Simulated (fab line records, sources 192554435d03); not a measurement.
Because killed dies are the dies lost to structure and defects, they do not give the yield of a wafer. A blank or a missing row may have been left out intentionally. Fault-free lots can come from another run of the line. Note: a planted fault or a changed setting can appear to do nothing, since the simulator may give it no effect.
Which tool was responsible?    flow n5 finfet    20 lots, 60 wafers sampled, at 6 steps of a route of 1938

== WHAT THE GAUGES SHOWED, per wafer ==
The record lacks any reading of a measuring or inspecting step that a usual standard deviation could be used to judge.

== WHICH TOOL RAN EACH LOT (tool, then ch and the chambers of the sampled wafers, then the start) ==
lot   N5_BEOL_M11_SPUTTER_48        N5_BEOL_M12_VIA_ETCH_16             N5_BEOL_M12_DESCUM_33               N5_BEOL_M12_SPUTTER_43        N5_BEOL_M13_DESCUM_15               N5_BEOL_M13_STRIP_64
L078  pvd sputter-02, day 11 02:26  rie diel-02 ch 0,1,3, day 11 04:08  rie diel-01 ch 0,2,3, day 11 04:58  pvd sputter-01, day 11 06:59  rie diel-05 ch 2,3, day 11 08:44    plasma asher-02 ch 0,1, day 11 09:07
L077  pvd sputter-03, day 11 02:37  rie diel-06 ch 0,2,3, day 11 04:37  rie diel-02 ch 1,2,3, day 11 05:38  pvd sputter-03, day 11 08:02  rie diel-03 ch 1,2,3, day 11 09:46  plasma asher-01 ch 0,1, day 11 10:09
L076  pvd sputter-02, day 11 05:13  rie diel-02 ch 0,2,3, day 11 06:58  rie diel-02 ch 0,2, day 11 07:48    pvd sputter-02, day 11 08:53  rie diel-04 ch 1,3, day 11 10:37    plasma asher-02 ch 0,1, day 11 11:00
L079  pvd sputter-02, day 11 05:29  rie diel-02 ch 0,2,3, day 11 07:13  rie diel-06 ch 0,1,3, day 11 08:13  pvd sputter-03, day 11 13:03  rie diel-05 ch 1,2,3, day 11 14:49  plasma asher-02 ch 0,1, day 11 15:12
L080  pvd sputter-03, day 11 15:49  rie diel-06 ch 0,3, day 11 17:57    rie diel-06 ch 1,2, day 11 18:46    pvd sputter-03, day 11 20:53  rie diel-05 ch 2,3, day 11 22:45    plasma asher-01 ch 1, day 11 23:08
L081  pvd sputter-01, day 11 22:24  rie diel-06 ch 0,3, day 12 01:11    rie diel-06 ch 0,1,3, day 12 02:02  pvd sputter-01, day 12 04:34  rie diel-03 ch 1,2,3, day 12 06:18  plasma asher-01 ch 0,1, day 12 06:41
L083  pvd sputter-02, day 11 23:59  rie diel-01 ch 2,3, day 12 01:44    rie diel-02 ch 2,3, day 12 02:49    pvd sputter-03, day 12 05:07  rie diel-03 ch 1,3, day 12 07:07    plasma asher-01 ch 0,1, day 12 07:30
L084  pvd sputter-03, day 12 11:56  rie diel-02 ch 0,1,3, day 12 14:01  rie diel-02 ch 0,1,3, day 12 14:57  pvd sputter-02, day 12 17:44  rie diel-05 ch 0,1,2, day 12 19:45  plasma asher-01 ch 0,1, day 12 20:08
L085  pvd sputter-01, day 13 08:27  rie diel-01 ch 0,3, day 13 10:04    rie diel-02 ch 0,2, day 13 11:01    pvd sputter-03, day 13 12:23  rie diel-04 ch 0,1,2, day 13 14:29  plasma asher-01 ch 0,1, day 13 14:53
L087  pvd sputter-01, day 13 14:22  rie diel-02 ch 0,2,3, day 13 16:09  rie diel-02 ch 0,1,2, day 13 16:59  pvd sputter-03, day 13 21:04  rie diel-03 ch 2,3, day 13 22:56    plasma asher-01 ch 0,1, day 13 23:20
L088  pvd sputter-01, day 13 23:20  rie diel-02 ch 1,2,3, day 14 00:58  rie diel-06 ch 1,3, day 14 01:47    pvd sputter-03, day 14 03:03  rie diel-05 ch 0,1, day 14 04:47    plasma asher-01 ch 0,1, day 14 05:12
L089  pvd sputter-01, day 14 00:01  rie diel-06 ch 0,1,3, day 14 02:29  rie diel-02 ch 0,1,3, day 14 03:49  pvd sputter-03, day 14 05:19  rie diel-04 ch 0,1,3, day 14 07:04  plasma asher-01 ch 0,1, day 14 07:26
L086  pvd sputter-01, day 14 00:11  rie diel-06 ch 1,3, day 14 02:45    rie diel-01 ch 1,2, day 14 03:53    pvd sputter-01, day 14 06:03  rie diel-03 ch 0,2,3, day 14 08:26  plasma asher-01 ch 0,1, day 14 08:51
L090  pvd sputter-03, day 14 18:01  rie diel-01 ch 0,3, day 14 20:08    rie diel-01 ch 0,2,3, day 14 20:58  pvd sputter-02, day 14 23:57  rie diel-05 ch 1,2,3, day 15 02:29  plasma asher-01 ch 0,1, day 15 02:52
L091  pvd sputter-01, day 15 05:32  rie diel-02 ch 0,3, day 15 07:16    rie diel-02 ch 0,3, day 15 08:16    pvd sputter-01, day 15 09:41  rie diel-04 ch 1,2,3, day 15 11:34  plasma asher-02 ch 0,1, day 15 11:56
L093  pvd sputter-02, day 15 07:43  rie diel-01 ch 0,1,2, day 15 09:45  rie diel-06 ch 0,1,3, day 15 10:43  pvd sputter-02, day 15 13:47  rie diel-05 ch 1,3, day 15 15:31    plasma asher-01 ch 0,1, day 15 15:54
L092  pvd sputter-01, day 15 10:31  rie diel-01 ch 1,3, day 15 12:16    rie diel-02 ch 1,2,3, day 15 13:12  pvd sputter-03, day 15 15:49  rie diel-03 ch 1,3, day 15 17:41    plasma asher-01 ch 0,1, day 15 18:04
L095  pvd sputter-02, day 15 14:54  rie diel-01 ch 0,1,2, day 15 16:31  rie diel-02 ch 0,1,2, day 15 17:30  pvd sputter-01, day 15 19:32  rie diel-04 ch 1,2,3, day 15 21:17  plasma asher-02 ch 0,1, day 15 21:40
L096  pvd sputter-02, day 15 22:50  rie diel-06 ch 0,1,3, day 16 00:40  rie diel-01 ch 0,1,2, day 16 01:31  pvd sputter-02, day 16 05:11  rie diel-03 ch 1,2,3, day 16 06:56  plasma asher-01 ch 0,1, day 16 07:19
L097  pvd sputter-02, day 16 06:59  rie diel-01 ch 2,3, day 16 08:49    rie diel-01 ch 0,1, day 16 09:38    pvd sputter-02, day 16 11:37  rie diel-04 ch 1,2, day 16 13:21    plasma asher-02 ch 0,1, day 16 13:44
- N5_BEOL_M11_SPUTTER_48: material Cu, target thk 12 nm, time 2 s.
- N5_BEOL_M12_VIA_ETCH_16: etches SiOC in C4F8/O2/Ar, target depth 724.8 nm.
- N5_BEOL_M12_DESCUM_33: chemistry O2, time 7.9 s.
- N5_BEOL_M12_SPUTTER_43: material TaN, target thk 15 nm, time 24.19 s.
- N5_BEOL_M13_DESCUM_15: chemistry O2, time 7.9 s.
- N5_BEOL_M13_STRIP_64: strips in N2/H2.

== WHAT THE TOOLS THEMSELVES READ (means of the sampled wafers that have a number; where no wafer has one, the mark that the record gives instead) ==
N5_BEOL_M11_SPUTTER_48. Usual: chamber pressure pa 0.12999 Pa, standard deviation 0.00028; chuck gas flow sccm 1.26 sccm, standard deviation 0.053; throttle valve pct 30.0 %, standard deviation 0.67.
lot   tool            chamber pressure pa (Pa)  chuck gas flow sccm (sccm)  throttle valve pct (%)  flag
L078  pvd sputter-02  0.12997                   1.24                        30.1                    
L077  pvd sputter-03  0.13003                   1.30                        30.4                    
L076  pvd sputter-02  0.13019                   1.26                        29.8                    
L079  pvd sputter-02  0.13000                   1.24                        30.0                    
L080  pvd sputter-03  0.13009                   1.27                        30.1                    
L081  pvd sputter-01  0.12973                   1.26                        29.9                    
L083  pvd sputter-02  0.13015                   1.34                        29.8                    
L084  pvd sputter-03  0.12985                   1.30                        29.8                    
L085  pvd sputter-01  0.12983                   1.26                        30.1                    
L087  pvd sputter-01  0.12986                   1.27                        29.8                    
L088  pvd sputter-01  0.13021                   1.27                        29.7                    
L089  pvd sputter-01  0.12995                   1.26                        30.1                    
L086  pvd sputter-01  0.12977                   1.28                        29.8                    
L090  pvd sputter-03  0.13036                   1.34                        30.7                    
L091  pvd sputter-01  0.13042                   1.25                        29.8                    
L093  pvd sputter-02  0.12972                   1.26                        29.5                    
L092  pvd sputter-01  0.13014                   1.27                        30.2                    
L095  pvd sputter-02  0.13009                   1.25                        30.3                    
L096  pvd sputter-02  0.12995                   1.28                        29.9                    
L097  pvd sputter-02  0.12999                   1.24                        30.6                    

N5_BEOL_M12_VIA_ETCH_16. Usual: O2_flow_sccm 7.997 sccm, standard deviation 0.024; drypump motor current A 5.7 A, standard deviation 0.48; oes product au 0.74 a.u., standard deviation 0.066; rf vpp V 665 V, standard deviation 3.3; showerhead plenum p Torr 3.41 Torr, standard deviation 0.12; throttle valve pct 24.20 %, standard deviation 0.24.
lot   tool         O2_flow_sccm (sccm)  drypump motor current A (A)  oes product au (a.u.)  rf vpp V (V)  showerhead plenum p Torr (Torr)  throttle valve pct (%)  flag
L078  rie diel-02  7.992                6.0                          0.76                   665           3.43                             24.22                   
L077  rie diel-06  7.994                5.6                          0.69                   667           3.48                             24.38                   
L076  rie diel-02  7.996                5.8                          0.78                   667           3.49                             24.24                   
L079  rie diel-02  8.010                5.8                          0.79                   667           3.49                             24.24                   
L080  rie diel-06  8.020                5.6                          0.72                   665           3.41                             24.27                   
L081  rie diel-06  7.996                5.7                          0.71                   664           3.40                             24.29                   
L083  rie diel-01  8.008                5.7                          0.78                   664           3.38                             24.13                   
L084  rie diel-02  7.970                6.0                          0.74                   664           3.42                             24.22                   
L085  rie diel-01  7.978                4.9                          0.67                   664           3.34                             24.02                   
L087  rie diel-02  8.003                5.8                          0.76                   667           3.47                             24.26                   
L088  rie diel-02  7.990                6.1                          0.73                   664           3.36                             24.20                   
L089  rie diel-06  8.018                5.9                          0.72                   665           3.41                             24.16                   
L086  rie diel-06  7.994                6.1                          0.74                   663           3.31                             24.08                   
L090  rie diel-01  7.983                4.9                          0.84                   664           3.33                             23.84                   
L091  rie diel-02  8.010                5.9                          0.76                   665           3.43                             24.28                   
L093  rie diel-01  7.983                5.3                          0.74                   664           3.35                             24.23                   
L092  rie diel-01  8.011                5.3                          0.70                   661           3.30                             24.35                   
L095  rie diel-01  8.008                5.3                          0.74                   664           3.35                             24.22                   
L096  rie diel-06  7.983                5.9                          0.71                   664           3.40                             24.18                   
L097  rie diel-01  8.022                5.7                          0.74                   664           3.36                             24.17                   

N5_BEOL_M12_DESCUM_33. Usual: drypump motor current A 5.7 A, standard deviation 0.48; oes product au 0.81 a.u., standard deviation 0.072; rf vpp V 242.8 V, standard deviation 1.3; showerhead plenum p Torr 2.08 Torr, standard deviation 0.078; temp c 40.01 C, standard deviation 0.11; throttle valve pct 20.43 %, standard deviation 0.28.
lot   tool         drypump motor current A (A)  oes product au (a.u.)  rf vpp V (V)  showerhead plenum p Torr (Torr)  temp c (C)  throttle valve pct (%)  flag
L078  rie diel-01  5.4                          0.82                   242.8         2.06                             39.84       20.24                   
L077  rie diel-02  6.1                          0.84                   242.3         2.06                             39.97       20.34                   
L076  rie diel-02  5.6                          0.85                   244.2         2.19                             39.95       20.40                   
L079  rie diel-06  5.8                          0.84                   242.6         2.09                             40.03       20.32                   
L080  rie diel-06  5.8                          0.76                   243.7         2.11                             40.00       20.67                   
L081  rie diel-06  5.9                          0.83                   242.5         2.09                             40.19       20.32                   
L083  rie diel-02  6.0                          0.88                   242.0         2.06                             39.97       20.34                   
L084  rie diel-02  6.0                          0.82                   241.8         2.09                             39.99       20.39                   
L085  rie diel-02  5.7                          0.83                   244.3         2.15                             40.06       20.39                   
L087  rie diel-02  5.9                          0.80                   243.7         2.12                             40.01       20.40                   
L088  rie diel-06  5.8                          0.80                   242.3         2.01                             40.03       20.41                   
L089  rie diel-02  6.0                          0.81                   243.6         2.08                             40.01       20.40                   
L086  rie diel-01  5.8                          0.79                   243.4         2.08                             39.87       20.57                   
L090  rie diel-01  5.4                          0.88                   243.1         2.05                             40.02       20.17                   
L091  rie diel-02  5.9                          0.85                   242.8         2.08                             40.10       20.42                   
L093  rie diel-06  5.9                          0.80                   242.6         2.08                             39.98       20.37                   
L092  rie diel-02  6.1                          0.80                   242.2         2.05                             40.01       20.38                   
L095  rie diel-02  5.9                          0.78                   243.1         2.11                             39.94       20.42                   
L096  rie diel-01  5.3                          0.81                   242.6         2.05                             40.04       20.48                   
L097  rie diel-01  4.9                          0.76                   242.7         2.01                             40.10       20.78                   

N5_BEOL_M12_SPUTTER_43. Usual: chamber pressure pa 0.11999 Pa, standard deviation 0.00025; throttle valve pct 30.1 %, standard deviation 0.69.
lot   tool            chamber pressure pa (Pa)  throttle valve pct (%)  flag
L078  pvd sputter-01  0.11952                   30.3                    
L077  pvd sputter-03  0.11985                   30.4                    
L076  pvd sputter-02  0.12013                   30.6                    
L079  pvd sputter-03  0.12031                   30.2                    
L080  pvd sputter-03  0.12010                   30.3                    
L081  pvd sputter-01  0.12000                   29.9                    
L083  pvd sputter-03  0.11994                   30.4                    
L084  pvd sputter-02  0.11981                   30.4                    
L085  pvd sputter-03  0.11991                   29.6                    
L087  pvd sputter-03  0.12007                   29.7                    
L088  pvd sputter-03  0.11996                   29.8                    
L089  pvd sputter-03  0.12007                   30.0                    
L086  pvd sputter-01  0.12023                   29.8                    
L090  pvd sputter-02  0.11992                   29.4                    
L091  pvd sputter-01  0.12001                   30.0                    
L093  pvd sputter-02  0.12011                   30.4                    
L092  pvd sputter-03  0.11966                   30.1                    
L095  pvd sputter-01  0.11994                   30.2                    
L096  pvd sputter-02  0.11984                   30.0                    
L097  pvd sputter-02  0.12003                   31.1                    

N5_BEOL_M13_DESCUM_15. Usual: drypump motor current A 5.84 A, standard deviation 0.21; oes product au 0.79 a.u., standard deviation 0.088; rf vpp V 243.1 V, standard deviation 1.5; showerhead plenum p Torr 2.09 Torr, standard deviation 0.089; temp c 40.01 C, standard deviation 0.12; throttle valve pct 20.51 %, standard deviation 0.25.
lot   tool         drypump motor current A (A)  oes product au (a.u.)  rf vpp V (V)  showerhead plenum p Torr (Torr)  temp c (C)  throttle valve pct (%)  flag
L078  rie diel-05  5.87                         0.81                   243.5         2.15                             39.87       20.64                   
L077  rie diel-03  5.70                         0.80                   243.8         2.14                             40.00       20.45                   
L076  rie diel-04  6.08                         0.80                   242.6         2.04                             40.10       20.37                   
L079  rie diel-05  5.83                         0.85                   243.6         2.10                             40.01       20.48                   
L080  rie diel-05  5.94                         0.76                   241.9         2.07                             40.11       20.63                   
L081  rie diel-03  5.69                         0.80                   243.5         2.14                             39.93       20.47                   
L083  rie diel-03  5.72                         0.85                   244.0         2.15                             39.90       20.30                   
L084  rie diel-05  5.77                         0.91                   243.7         2.11                             40.09       20.47                   
L085  rie diel-04  5.72                         0.79                   242.8         2.07                             39.99       20.29                   
L087  rie diel-03  5.73                         0.79                   244.5         2.20                             40.01       20.52                   
L088  rie diel-05  5.75                         0.92                   242.6         2.05                             40.10       20.43                   
L089  rie diel-04  5.91                         0.75                   242.2         2.02                             40.02       20.50                   
L086  rie diel-03  5.93                         0.77                   243.2         2.16                             40.06       20.56                   
L090  rie diel-05  5.83                         0.82                   242.6         2.09                             39.87       20.52                   
L091  rie diel-04  5.94                         0.78                   244.5         2.10                             40.02       20.38                   
L093  rie diel-05  5.78                         0.84                   241.5         2.04                             40.11       20.36                   
L092  rie diel-03  5.70                         0.82                   244.3         2.14                             39.96       20.33                   
L095  rie diel-04  5.96                         0.78                   243.2         2.10                             40.02       20.40                   
L096  rie diel-03  5.70                         0.76                   243.9         2.13                             39.86       20.50                   
L097  rie diel-04  5.74                         0.81                   243.7         2.14                             40.05       20.20                   

N5_BEOL_M13_STRIP_64. Usual: drypump motor current A 5.7 A, standard deviation 0.55; heater power w 357 W, standard deviation 21; oes product au 0.715 a.u., standard deviation 0.0046; strip time to endpoint s 31.37 s, standard deviation 0.078; temp c 249.98 C, standard deviation 0.17.
lot   tool             drypump motor current A (A)  heater power w (W)  oes product au (a.u.)  strip time to endpoint s (s)  temp c (C)  flag
L078  plasma asher-02  5.9                          334                 0.714                  31.32                         250.18      
L077  plasma asher-01  5.9                          358                 0.714                  31.53                         250.08      
L076  plasma asher-02  5.9                          358                 0.717                  31.43                         250.10      
L079  plasma asher-02  5.8                          366                 0.711                  31.38                         249.90      
L080  plasma asher-01  6.4                          359                 0.713                  31.24                         250.03      
L081  plasma asher-01  5.9                          358                 0.713                  31.22                         249.91      
L083  plasma asher-01  5.5                          363                 0.717                  31.36                         250.03      
L084  plasma asher-01  5.5                          361                 0.713                  31.34                         249.97      
L085  plasma asher-01  5.9                          356                 0.714                  31.37                         249.98      
L087  plasma asher-01  5.5                          354                 0.715                  31.36                         249.90      
L088  plasma asher-01  5.9                          358                 0.719                  31.37                         249.94      
L089  plasma asher-01  5.5                          359                 0.714                  31.40                         250.09      
L086  plasma asher-01  5.4                          356                 0.717                  31.36                         250.01      
L090  plasma asher-01  5.9                          358                 0.716                  31.31                         249.79      
L091  plasma asher-02  5.9                          347                 0.721                  31.37                         249.82      
L093  plasma asher-01  5.5                          359                 0.714                  31.31                         250.00      
L092  plasma asher-01  5.5                          360                 0.712                  31.36                         249.92      
L095  plasma asher-02  5.9                          367                 0.715                  31.39                         249.91      
L096  plasma asher-01  5.9                          357                 0.711                  31.47                         250.06      
L097  plasma asher-02  5.9                          347                 0.715                  31.36                         250.03      

== THE ANSWER, worked out from the rows above alone ==
Rule: a lot is off if the mean of its wafers that have a number lies more than 3 standard deviations from the usual mean. Also off: a lot with no number at a reading for which 4 or more lots have one. Any other lot the step has rows for is counted as sound. After the gauges, taken in route order, come the tools' own readings; for these a lot's mean is taken, as printed above. At the first step where some lot is off, the reading lying furthest off is the one used; lots without a number count as furthest.
Nothing can be told from this: no lot is off at any reading shown.

== WHAT WAS PUT IN BY THE SIMULATOR ==
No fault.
